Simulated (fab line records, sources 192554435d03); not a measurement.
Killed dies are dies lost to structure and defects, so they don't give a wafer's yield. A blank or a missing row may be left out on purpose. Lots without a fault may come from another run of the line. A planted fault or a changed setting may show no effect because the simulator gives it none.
fab line records | flow n5_finfet
record lots=7 wafers=39
route steps=1938 shown BEOL_M5@1112 BEOL_M6@1198 BEOL_M8@1344
start_h: hours from the record's first day to the start of the lot's first wafer shown | wait_h: hours since the lot's step before | " the same as in the row above | L1.1+2: a row that stands for several wafers | - no value, or no start given | * or withheld: withheld | < > ~ a bound
route shown NAME@n: a module of which the file shows steps, and the number in the route of the first | usual: mean/standard deviation of fault-free wafers | same: alike in all rows | chamber/n: place in a boat | sites: the reading at each site | _std_site: their standard deviation | _edge_site: outer sites' mean less inner sites' | radius_mm: how far each site lies from the wafer's centre | mask NAME#n: copy n | behind: the tool/chamber that last shaped the wafer | hold: why the lot was held/for how many hours/how that ended | device: the transistor (n, p or np) that didn't switch | end of line: the same wafers' tests at the end of the route | a step without rows: its recipe alone | killed: dies lost to structure and defects at the first sort, not the wafer's yield | map: a wafer's dies, x killed, . not, _ none there
set.NAME: the setting as run; set.NAME@STEP: as run at that earlier step | model.NAME: the simulator's own value behind a step, which no gauge read
lots whose settings were changed on purpose; a table a step, a row a wafer
## steps
# step N5_BEOL_M5_ILD_DEP_00
# recipe material=SiCOH_lowk target_thk_a=1406.4 temp_c=300 precursor=DEMS/porogen pressure_torr=5 rf_w=500 time_s=25.9
# columns lot.wafer tool chamber start_h wait_h set.time_s model.SiCOH_lowk_of_BEOL_M5_ILD_DEP_00.thk_nm
L076.1 pecvd-01 0 176.15 0.8 25.9 138.8
L076.2 " 2 " " 15.45 85.6
L076.3 " 1 " " 15.45 83.6
L076.4 " 1 " " 15.45 84
L076.5 " 2 " " 25.9 141.4
L076.6 " 0 " " 25.9 140.8
L077.1 pecvd-01 0 186.86 0.8 15.73 84.8
L077.2 " 1 " " 25.9 137.4
L077.3 " 2 " " 15.73 83.4
L077.4 " 2 " " 25.9 142.4
L077.5 " 1 " " 25.9 139.2
L077.6 " 0 " " 15.73 86.2
L080.1 pecvd-04 0 200.05 0.8 25.9 137
L080.2 " 1 " " 30.97 164
L080.3 " 2 " " 25.9 140
L080.4 " 2 " " 30.97 167.2
L080.5 " 0 " " 25.9 139.2
L080.6 " 1 " " 30.97 166.2
L079.2 pecvd-04 1 202.60 0.7 25.9 138.8
L079.3 " 2 " " 25.9 140.2
L079.5 " 2 " " 25.9 142.8
L082.1 pecvd-04 1 213.25 0.8 16.26 89
L082.2 " 0 " " 25.9 139.4
L082.3 " 2 " " 16.26 88.6
L082.4 " 2 " " 16.26 91.6
L082.5 " 1 " " 25.9 141
L082.6 " 0 " " 25.9 141.4
L083.1 pecvd-01 1 225.90 0.8 25.9 140.4
L083.2 " 2 " " 25.9 139.8
L083.3 " 0 " " 25.9 140.6
L083.4 " 1 " " 25.9 141
L083.5 " 2 " " 25.9 142.6
L083.6 " 0 " " 25.9 142.2
L097.1 pecvd-01 1 306.90 0.8 25.9 140
L097.2 " 2 " " 25.9 139
L097.3 " 0 " " 25.9 139.8
L097.4 " 0 " " 25.9 141.6
L097.5 " 1 " " 25.9 142.2
L097.6 " 2 " " 25.9 142.4
# step N5_BEOL_M5_CURE_79
# recipe temp_c=385 time_s=240 ambient=He/Ar material=SiCOH_lowk
# columns lot.wafer tool chamber start_h wait_h set.time_s@BEOL_M5_ILD_DEP_00 model.SiCOH_lowk_of_BEOL_M5_ILD_DEP_00.thk_nm
L076.1 uv_cure-01 1 176.21 0.0 25.9 119.4
L076.2 " 1 " " 15.45 73.4
L076.3 " 1 " " 15.45 71.6
L076.4 " 1 " " 15.45 72
L076.5 " 1 " " 25.9 121.6
L076.6 " 1 " " 25.9 121.2
L077.1 uv_cure-03 2 186.92 0.0 15.73 72.8
L077.2 " 2 " " 25.9 118.2
L077.3 " 2 " " 15.73 71.6
L077.4 " 2 " " 25.9 122.4
L077.5 " 2 " " 25.9 119.8
L077.6 " 2 " " 15.73 74
L080.1 uv_cure-01 1 200.11 0.0 25.9 118
L080.2 " 1 " " 30.97 141.2
L080.3 " 1 " " 25.9 120.4
L080.4 " 1 " " 30.97 144
L080.5 " 1 " " 25.9 119.6
L080.6 " 1 " " 30.97 143.2
L079.2 uv_cure-03 1 202.74 0.1 25.9 119.4
L079.3 " 1 " " 25.9 120.6
L079.5 " 1 " " 25.9 122.8
L082.1 uv_cure-02 1 213.31 0.0 16.26 76.4
L082.2 " 1 " " 25.9 120
L082.3 " 1 " " 16.26 76
L082.4 " 1 " " 16.26 78.6
L082.5 " 1 " " 25.9 121.2
L082.6 " 1 " " 25.9 121.8
L083.1 uv_cure-02 1 226.57 0.6 25.9 120.8
L083.2 " 1 " " 25.9 120.4
L083.3 " 1 " " 25.9 121
L083.4 " 1 " " 25.9 121.2
L083.5 " 1 " " 25.9 122.6
L083.6 " 1 " " 25.9 122.4
L097.1 uv_cure-02 2 306.96 0.0 25.9 120.4
L097.2 " 2 " " 25.9 119.6
L097.3 " 2 " " 25.9 120.2
L097.4 " 2 " " 25.9 121.8
L097.5 " 2 " " 25.9 122.4
L097.6 " 2 " " 25.9 122.6
# step N5_BEOL_M5_THK_MEAS_01
# recipe reads=SiCOH_lowk_of_BEOL_M5_ILD_DEP_00
# usual M5_ILD_THK=120.6/1.5
# columns lot.wafer tool chamber start_h wait_h set.time_s@BEOL_M5_ILD_DEP_00 M5_ILD_THK[nm]
L076.1 film_metro-02 - 176.72 0.4 25.9 119.4
L076.2 " - " " 15.45 73.3
L076.3 " - " " 15.45 71.7
L076.4 " - " " 15.45 71.9
L076.5 " - " " 25.9 121.6
L076.6 " - " " 25.9 121.2
L077.1 film_metro-01 - 187.44 0.4 15.73 72.8
L077.2 " - " " 25.9 118.1
L077.3 " - " " 15.73 71.6
L077.4 " - " " 25.9 122.4
L077.5 " - " " 25.9 119.8
L077.6 " - " " 15.73 73.9
L080.1 film_metro-01 - 200.62 0.4 25.9 117.9
L080.2 " - " " 30.97 141.3
L080.3 " - " " 25.9 120.5
L080.4 " - " " 30.97 144.0
L080.5 " - " " 25.9 119.7
L080.6 " - " " 30.97 143.3
L079.2 film_metro-01 - 203.17 0.4 25.9 119.4
L079.3 " - " " 25.9 120.6
L079.5 " - " " 25.9 122.9
L082.1 film_metro-01 - 213.82 0.4 16.26 76.3
L082.2 " - " " 25.9 119.9
L082.3 " - " " 16.26 76.0
L082.4 " - " " 16.26 78.6
L082.5 " - " " 25.9 121.3
L082.6 " - " " 25.9 121.7
L083.1 film_metro-01 - 227.08 0.4 25.9 120.8
L083.2 " - " " 25.9 120.3
L083.3 " - " " 25.9 121.0
L083.4 " - " " 25.9 121.3
L083.5 " - " " 25.9 122.6
L083.6 " - " " 25.9 122.3
L097.1 film_metro-02 - 308.91 1.6 25.9 120.6
L097.2 " - " " 25.9 119.6
L097.3 " - " " 25.9 120.1
L097.4 " - " " 25.9 121.8
L097.5 " - " " 25.9 122.4
L097.6 " - " " 25.9 122.6
# step N5_BEOL_M6_HM_DEP_02
# recipe material=TiN target_thk_a=200 temp_c=25 chamber_pressure_pa=0.49996
# columns lot.wafer tool chamber start_h wait_h set.target_thk_a model.TiN_of_BEOL_M6_HM_DEP_02.thk_nm
L076.1+3+4+5+6 pvd_sputter-02 - 190.84 1.7 200 20
L076.2 " - " " 200 19.8
L077.1+2+3+4+5+6 pvd_sputter-01 - 198.67 0.5 200 20
L080.1 pvd_sputter-03 - 215.58 0.5 200 19.8
L080.2+3+5 " - " " 200 19.6
L080.4+6 " - " " 200 19.4
L079.2 pvd_sputter-02 - 217.88 0.8 200 20
L079.3+5 " - " " 200 20.2
L082.1+3+5 pvd_sputter-01 - 228.15 1.5 200 19.8
L082.2+4+6 " - " " 200 20
L083.1+4 pvd_sputter-02 - 241.22 1.1 200 20.4
L083.2+3 " - " " 294.1 29.4
L083.5 " - " " 294.1 29.6
L083.6 " - " " 200 20
L097.1 pvd_sputter-02 - 334.04 0.6 246.7 24.8
L097.2+5 " - " " 200 20.4
L097.3 " - " " 200 20.2
L097.4 " - " " 246.7 25.2
L097.6 " - " " 246.7 25
# step N5_BEOL_M6_COAT_59
# recipe resist=SOC temp_c=250 time_s=60 spin_rpm=1500 resist_thk_nm=100
# step N5_BEOL_M6_COAT_60
# recipe resist=SiARC temp_c=220 time_s=60 spin_rpm=1500 resist_thk_nm=35
# step N5_BEOL_M6_STRIP_68
# recipe chemistry=N2/H2 temp_c=40 n2_flow_sccm=200 h2_flow_sccm=200 rf_frequency_hz=6e+07
# step N5_BEOL_M6_STRIP_67
# recipe chemistry=CF4 resist=SiARC power_w=300 bias_power_w=75 pressure_mtorr=50 cf4_flow_sccm=150 rf_frequency_hz=6e+07
# step N5_BEOL_M6_HM_OPEN_17
# recipe chemistry=Cl2/BCl3 target_depth_a=200 overetch_a=60 target=TiN mask_material=SOC ion_energy_ev=150 pressure_mtorr=10 icp_w=1000 bias_w=126 Cl2_flow_sccm=53.25 bcl3_flow_sccm=21.75 Ar_flow_sccm=25
# columns lot.wafer tool chamber start_h wait_h set.target_thk_a@BEOL_M6_HM_DEP_02 model.etch.depth_nm
L076.1 rie_metal-01 0 191.71 0.0 200 20.01
L076.2 " 1 " " 200 19.89
L076.3+5 " 0 " " 200 20.02
L076.4 " 1 " " 200 19.95
L076.6 " 1 " " 200 20.06
L077.1 rie_metal-02 1 199.43 0.0 200 19.99
L077.2 " 0 " " 200 19.91
L077.3 " 1 " " 200 20.06
L077.4 " 0 " " 200 20.01
L077.5 " 1 " " 200 20.03
L077.6 " 0 " " 200 19.9
L080.1 rie_metal-03 1 216.45 0.0 200 19.75
L080.2 " 0 " " 200 19.51
L080.3 " 0 " " 200 19.58
L080.4 " 1 " " 200 19.48
L080.5 " 1 " " 200 19.56
L080.6 " 0 " " 200 19.49
L079.2 rie_metal-03 0 218.75 0.0 200 20.1
L079.3 " 1 " " 200 20.13
L079.5 " 0 " " 200 20.3
L082.1 rie_metal-01 0 229.61 0.1 200 19.89
L082.2+5+6 " 1,1,0 " " 200 19.9
L082.3 " 0 " " 200 19.85
L082.4 " 1 " " 200 19.91
L083.1 rie_metal-02 1 241.95 0.0 200 20.36
L083.2 " 0 " " 294.1 26.2
L083.3 " 1 " " 294.1 25.9
L083.4 " 0 " " 200 20.32
L083.5 " 0 " " 294.1 26.08
L083.6 " 1 " " 200 20.1
L097.1 rie_metal-03 1 334.78 0.0 246.7 24.83
L097.2 " 0 " " 200 20.31
L097.3 " 1 " " 200 20.14
L097.4 " 0 " " 246.7 25.12
L097.5 " 0 " " 200 20.46
L097.6 " 1 " " 246.7 24.91
# step N5_BEOL_M8_DEVELOP_10
# recipe develop_time_s=30 developer=TMAH resist=CAR-ArF rinse_liquid=diw dry=air_spin dev_temp_c=23
# columns lot.wafer tool chamber start_h wait_h set.develop_time_s
L076.1+2+3 litho_track-03 0 - - 30
L076.4+5+6 " 0 " " 18.79
L077.1+2+4 litho_track-01 0 - - 30
L077.3+5+6 " 0 " " 21.35
L080.1+5+6 litho_track-04 0 - - 30
L080.2+3+4 " 0 " " 20.93
L079.2+3+5 litho_track-03 0 - - 30
L082.1+2+6 litho_track-01 0 - - 30
L082.3+4+5 " 0 " " 39.78
L083.1+2+5 litho_track-01 0 - - 30
L083.3+4+6 " 0 " " 16.92
L097.1+2+3+4+5+6 litho_track-04 0 - - 30
# step N5_BEOL_M8_CD_MEAS_11
# recipe target_cd_nm=38.5 landing_energy_ev=500 detector=se_inlens polarity=opening
# usual cd_nm=38.5/0.47
# columns lot.wafer tool chamber start_h wait_h set.develop_time_s@BEOL_M8_DEVELOP_10 cd_nm
L076.1 cd_sem-01 0 207.05 - 30 38.9
L076.2 " 0 " " 30 38.7
L076.3 " 0 " " 30 38.8
L076.4 " 0 " " 18.79 36.8
L076.5 " 0 " " 18.79 36.7
L076.6 " 0 " " 18.79 36.6
L077.1 cd_sem-03 0 213.41 - 30 39.2
L077.2 " 0 " " 30 39.0
L077.3 " 0 " " 21.35 37.6
L077.4 " 0 " " 30 39.1
L077.5 " 0 " " 21.35 38.3
L077.6 " 0 " " 21.35 37.6
L080.1 cd_sem-03 0 232.60 - 30 37.7
L080.2 " 0 " " 20.93 36.1
L080.3 " 0 " " 20.93 37.0
L080.4 " 0 " " 20.93 36.9
L080.5 " 0 " " 30 38.6
L080.6 " 0 " " 30 37.6
L079.2 cd_sem-02 0 235.97 - 30 38.1
L079.3 " 0 " " 30 38.4
L079.5 " 0 " " 30 38.1
L082.1 cd_sem-02 0 246.48 - 30 38.5
L082.2 " 0 " " 30 38.9
L082.3 " 0 " " 39.78 38.9
L082.4 " 0 " " 39.78 40.6
L082.5 " 0 " " 39.78 40.4
L082.6 " 0 " " 30 38.6
L083.1 cd_sem-02 0 258.10 - 30 38.5
L083.2 " 0 " " 30 38.7
L083.3 " 0 " " 16.92 36.5
L083.4 " 0 " " 16.92 35.9
L083.5 " 0 " " 30 38.5
L083.6 " 0 " " 16.92 35.8
L097.1 cd_sem-01 0 351.53 - 30 39.1
L097.2 " 0 " " 30 39.3
L097.3 " 0 " " 30 39.1
L097.4 " 0 " " 30 38.8
L097.5 " 0 " " 30 38.7
L097.6 " 0 " " 30 39.2
# step N5_BEOL_M8_DESCUM_16
# recipe chemistry=O2 time_s=7.9 source_power_w=50 bias_power_w=20 pressure_mtorr=20 rf_frequency_hz=2.712e+07 temp_c=40 resist=CAR-ArF o2_flow_sccm=225
# step N5_BEOL_M8_ETCH_61
# recipe chemistry=CF4 target=SiARC target_depth_a=455 mask_material=CAR-ArF time_s=75.8 ion_energy_ev=80 pressure_mtorr=40 source_w=545 bias_w=36 Ar_flow_sccm=100 cf4_flow_sccm=100 ends=cleared
# columns lot.wafer tool chamber start_h wait_h set.develop_time_s@BEOL_M8_DEVELOP_10 model.BEOL_M8.cd_offset_nm
L076.1 rie_diel-04 2 207.22 0.0 30 0.4
L076.2+3 " 1,0 " " 30 0.2
L076.4+5 " 3,1 " " 18.79 -1.6
L076.6 " 0 " " 18.79 -1.8
L077.1 rie_diel-06 1 213.53 0.0 30 0.4
L077.2 " 2 " " 30 0
L077.3+5 " 3,2 " " 21.35 -0.8
L077.4 " 0 " " 30 0.6
L077.6 " 3 " " 21.35 -1.2
L080.1 rie_diel-06 1 232.72 0.0 30 -0.6
L080.2 " 0 " " 20.93 -2.4
L080.3 " 2 " " 20.93 -2
L080.4 " 0 " " 20.93 -1.8
L080.5 " 2 " " 30 -0.2
L080.6 " 1 " " 30 -0.4
L079.2 rie_diel-06 2 236.09 0.0 30 0
L079.3+5 " 0,2 " " 30 -0.2
L082.1 rie_diel-04 3 246.61 0.0 30 0
L082.2 " 0 " " 30 0.4
L082.3 " 2 " " 39.78 0.6
L082.4 " 1 " " 39.78 1.4
L082.5 " 0 " " 39.78 1.6
L082.6 " 3 " " 30 0.2
L083.1 rie_diel-03 0 258.22 0.0 30 0.2
L083.2+5 " 1 " " 30 -0.2
L083.3 " 3 " " 16.92 -2
L083.4 " 2 " " 16.92 -2.4
L083.6 " 0 " " 16.92 -2.8
L097.1+6 rie_diel-03 3,1 351.66 0.0 30 0.2
L097.2+3 " 2,1 " " 30 0.6
L097.4 " 0 " " 30 0.4
L097.5 " 0 " " 30 0
# step N5_BEOL_M8_ETCH_62
# recipe chemistry=N2/H2 target=SOC target_depth_a=1100 overetch_a=220 mask_material=SiARC temp_c=40 time_s=165 ion_energy_ev=200 pressure_mtorr=30 source_w=840 bias_w=150 n2_flow_sccm=200 h2_flow_sccm=200
# columns lot.wafer tool chamber start_h wait_h set.develop_time_s@BEOL_M8_DEVELOP_10 model.BEOL_M8.cd_offset_nm
L076.1+3 rie_diel-04 2,0 207.27 0.0 30 0.2
L076.2 " 1 " " 30 0
L076.4+5 " 3,1 " " 18.79 -1.6
L076.6 " 0 " " 18.79 -2
L077.1 rie_diel-06 1 213.59 0.0 30 0.8
L077.2 " 2 " " 30 0.4
L077.3 " 3 " " 21.35 -0.8
L077.4 " 0 " " 30 0.6
L077.5 " 2 " " 21.35 -0.6
L077.6 " 3 " " 21.35 -1.2
L080.1+6 rie_diel-06 1 232.78 0.0 30 -0.2
L080.2 " 0 " " 20.93 -2.2
L080.3 " 2 " " 20.93 -1.8
L080.4 " 0 " " 20.93 -1.6
L080.5 " 2 " " 30 0.2
L079.2 rie_diel-06 2 236.15 0.0 30 0
L079.3+5 " 0,2 " " 30 -0.2
L082.1 rie_diel-04 3 246.67 0.0 30 0
L082.2+6 " 0,3 " " 30 0.2
L082.3 " 2 " " 39.78 0.4
L082.4 " 1 " " 39.78 1.4
L082.5 " 0 " " 39.78 1.6
L083.1 rie_diel-03 0 258.28 0.0 30 0.2
L083.2+5 " 1 " " 30 -0.2
L083.3 " 3 " " 16.92 -2
L083.4 " 2 " " 16.92 -2.2
L083.6 " 0 " " 16.92 -3
L097.1+4 rie_diel-03 3,0 351.71 0.0 30 0.2
L097.2+6 " 2,1 " " 30 0.4
L097.3 " 1 " " 30 0.6
L097.5 " 0 " " 30 0
# step N5_BEOL_M8_STRIP_68
# recipe chemistry=N2/H2 temp_c=40 n2_flow_sccm=200 h2_flow_sccm=200 rf_frequency_hz=6e+07
# step N5_BEOL_M8_STRIP_67
# recipe chemistry=CF4 resist=SiARC power_w=300 bias_power_w=75 pressure_mtorr=50 cf4_flow_sccm=150 rf_frequency_hz=6e+07
# step N5_BEOL_M8_HM_OPEN_17
# recipe chemistry=Cl2/BCl3 target_depth_a=200 overetch_a=60 target=TiN mask_material=SOC ion_energy_ev=150 pressure_mtorr=10 icp_w=1000 bias_w=126 Cl2_flow_sccm=53.25 bcl3_flow_sccm=21.75 Ar_flow_sccm=25
# step N5_BEOL_M8_STRIP_19
# recipe chemistry=O2 power_w=400 temp_c=40 pressure_mtorr=30 rf_frequency_hz=6e+07 bias_power_w=0 overash_fraction=0.2 o2_flow_sccm=225
# step N5_BEOL_M8_CD_MEAS_18
# recipe pitch_nm=80 target_cd_nm=40
# usual cd_nm=40.0/0.47
# columns lot.wafer tool chamber start_h wait_h set.develop_time_s@BEOL_M8_DEVELOP_10 cd_nm
L076.1 cd_sem-03 - 207.64 0.0 30 40.4
L076.2 " - " " 30 40.0
L076.3 " - " " 30 40.3
L076.4 " - " " 18.79 38.3
L076.5 " - " " 18.79 38.4
L076.6 " - " " 18.79 38.0
L077.1 cd_sem-01 - 213.96 0.0 30 40.7
L077.2 " - " " 30 40.5
L077.3 " - " " 21.35 39.2
L077.4 " - " " 30 40.6
L077.5 " - " " 21.35 39.4
L077.6 " - " " 21.35 38.5
L080.1 cd_sem-02 - 233.34 0.0 30 39.3
L080.2 " - " " 20.93 37.7
L080.3 " - " " 20.93 38.4
L080.4 " - " " 20.93 38.1
L080.5 " - " " 30 39.7
L080.6 " - " " 30 39.9
L079.2 cd_sem-02 - 236.52 0.1 30 40.1
L079.3 " - " " 30 39.7
L079.5 " - " " 30 39.7
L082.1 cd_sem-03 - 247.04 0.0 30 40.1
L082.2 " - " " 30 40.7
L082.3 " - " " 39.78 40.3
L082.4 " - " " 39.78 41.3
L082.5 " - " " 39.78 41.4
L082.6 " - " " 30 40.1
L083.1 cd_sem-03 - 258.66 0.0 30 40.2
L083.2 " - " " 30 39.8
L083.3 " - " " 16.92 38.2
L083.4 " - " " 16.92 37.5
L083.5 " - " " 30 39.7
L083.6 " - " " 16.92 37.0
L097.1 cd_sem-03 - 352.08 0.0 30 40.6
L097.2 " - " " 30 40.2
L097.3 " - " " 30 40.6
L097.4 " - " " 30 40.8
L097.5 " - " " 30 40.2
L097.6 " - " " 30 40.4
# step N5_BEOL_M8_COAT_63
# recipe resist=SOC temp_c=250 time_s=60 spin_rpm=1500 resist_thk_nm=60
# step N5_BEOL_M8_COAT_64
# recipe resist=SiARC temp_c=220 time_s=60 spin_rpm=1500 resist_thk_nm=12
# step N5_BEOL_M8_PRECLEAN_42
# recipe chemistry=residue_remover time_s=60 temp_c=40
# step N5_BEOL_M8_SRD_43
# recipe time_s=30 temp_c=23 rinse_liquid=diw dry=ipa_marangoni
# step N5_BEOL_M8_CD_MEAS_35
# recipe target_cd_nm=40 polarity=opening
# usual cd_nm=40.0/0.47
# columns lot.wafer tool chamber start_h wait_h set.develop_time_s@BEOL_M8_DEVELOP_10 cd_nm
L076.1 cd_sem-01 - 208.81 0.0 30 40.0
L076.2 " - " " 30 40.1
L076.3 " - " " 30 40.0
L076.4 " - " " 18.79 38.8
L076.5 " - " " 18.79 38.1
L076.6 " - " " 18.79 37.8
L077.1 cd_sem-03 - 215.62 0.0 30 40.7
L077.2 " - " " 30 40.0
L077.3 " - " " 21.35 38.8
L077.4 " - " " 30 40.8
L077.5 " - " " 21.35 39.5
L077.6 " - " " 21.35 38.4
L080.1 cd_sem-01 - 235.83 0.0 30 39.8
L080.2 " - " " 20.93 37.9
L080.3 " - " " 20.93 38.0
L080.4 " - " " 20.93 38.3
L080.5 " - " " 30 39.8
L080.6 " - " " 30 39.6
L079.2 cd_sem-02 - 237.54 0.0 30 39.5
L079.3 " - " " 30 40.1
L079.5 " - " " 30 40.0
L082.1 cd_sem-02 - 248.34 0.0 30 40.0
L082.2 " - " " 30 40.5
L082.3 " - " " 39.78 40.1
L082.4 " - " " 39.78 41.7
L082.5 " - " " 39.78 41.4
L082.6 " - " " 30 40.5
L083.1 cd_sem-01 - 261.35 0.0 30 40.0
L083.2 " - " " 30 39.3
L083.3 " - " " 16.92 38.5
L083.4 " - " " 16.92 37.9
L083.5 " - " " 30 39.5
L083.6 " - " " 16.92 37.1
L097.1 cd_sem-02 - 353.27 0.0 30 40.3
L097.2 " - " " 30 40.8
L097.3 " - " " 30 40.5
L097.4 " - " " 30 40.6
L097.5 " - " " 30 40.0
L097.6 " - " " 30 41.0
## key
split step=N5_BEOL_M5_ILD_DEP_00 setting=time_s stated=25.9 by=wafer
response step=N5_BEOL_M5_ILD_DEP_00 reading=model.SiCOH_lowk_of_BEOL_M5_ILD_DEP_00.thk_nm change=+1.38 per=1% r=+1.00
response step=N5_BEOL_M5_CURE_79 reading=model.SiCOH_lowk_of_BEOL_M5_ILD_DEP_00.thk_nm change=+1.2 per=1% r=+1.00
response step=N5_BEOL_M5_THK_MEAS_01 reading=M5_ILD_THK change=+1.2 per=1% r=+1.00
split step=N5_BEOL_M6_HM_DEP_02 setting=target_thk_a stated=200 by=wafer
response step=N5_BEOL_M6_HM_DEP_02 reading=model.TiN_of_BEOL_M6_HM_DEP_02.thk_nm change=+0.196 per=1% r=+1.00
response step=N5_BEOL_M6_HM_OPEN_17 reading=model.etch.depth_nm change=+0.138 per=1% r=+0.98
split step=N5_BEOL_M8_DEVELOP_10 setting=develop_time_s stated=30 by=wafer
response step=N5_BEOL_M8_CD_MEAS_11 reading=cd_nm change=+0.0498 per=1% r=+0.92
response step=N5_BEOL_M8_ETCH_61 reading=model.BEOL_M8.cd_offset_nm change=+0.0481 per=1% r=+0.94
response step=N5_BEOL_M8_ETCH_62 reading=model.BEOL_M8.cd_offset_nm change=+0.0493 per=1% r=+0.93
response step=N5_BEOL_M8_CD_MEAS_18 reading=cd_nm change=+0.0477 per=1% r=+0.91
response step=N5_BEOL_M8_CD_MEAS_35 reading=cd_nm change=+0.0434 per=1% r=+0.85
